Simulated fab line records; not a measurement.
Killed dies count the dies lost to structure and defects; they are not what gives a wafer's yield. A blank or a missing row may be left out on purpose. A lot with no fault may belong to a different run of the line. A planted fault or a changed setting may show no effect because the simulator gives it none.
Matching of chambers | flow n5Finfet | N5_BEOL_M11_STRIP_36 on rieDiel-05: 4 sister chambers
The step strips in N2/H2. 4 wafers are shown with their chamber, then 9 later ones without.

WAFERS, EACH WITH ITS CHAMBER
wafer  | chamber | showerheadPlenumPTorr (Torr)
L082.1 | 1       | 2.49
L085.2 | 2       | 2.68
L086.3 | 0       | 2.49
L086.6 | 3       | 2.41

WAFERS WITH NO CHAMBER GIVEN
wafer  | showerheadPlenumPTorr (Torr)
L090.2 | 2.49
L090.5 | 2.49
L090.6 | 2.49
L091.1 | 2.67
L091.4 | 2.49
L091.5 | 2.41
L092.1 | 2.49
L092.2 | 2.67
L092.5 | 2.49

EACH ONE'S CHAMBER
wafer  | from the rows above     | in truth
L090.2 | can't be placed: 0 or 1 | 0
L090.5 | can't be placed: 0 or 1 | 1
L090.6 | can't be placed: 0 or 1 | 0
L091.1 | 2                       | 2
L091.4 | can't be placed: 0 or 1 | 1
L091.5 | 3                       | 3
L092.1 | can't be placed: 0 or 1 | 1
L092.2 | 2                       | 2
L092.5 | can't be placed: 0 or 1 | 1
Correctly placed: 3 of 9. Not placeable from these rows: 6 (in 6, the candidates include the true chamber). Wrongly placed: 0.
How it was worked out, from the rows above alone: a wafer's distance from a chamber is the root of the sum, over the readings, of the square of ((its reading less the chamber's mean) divided by the reading's scatter). The wafer belongs to the nearest chamber; if the next one is less than 2 further off, it can't be placed. Each chamber's mean is taken over the wafers shown for it. The scatter: with one shown wafer a chamber, the root of the mean of the squares of how far each hidden wafer lies from its nearest shown one.
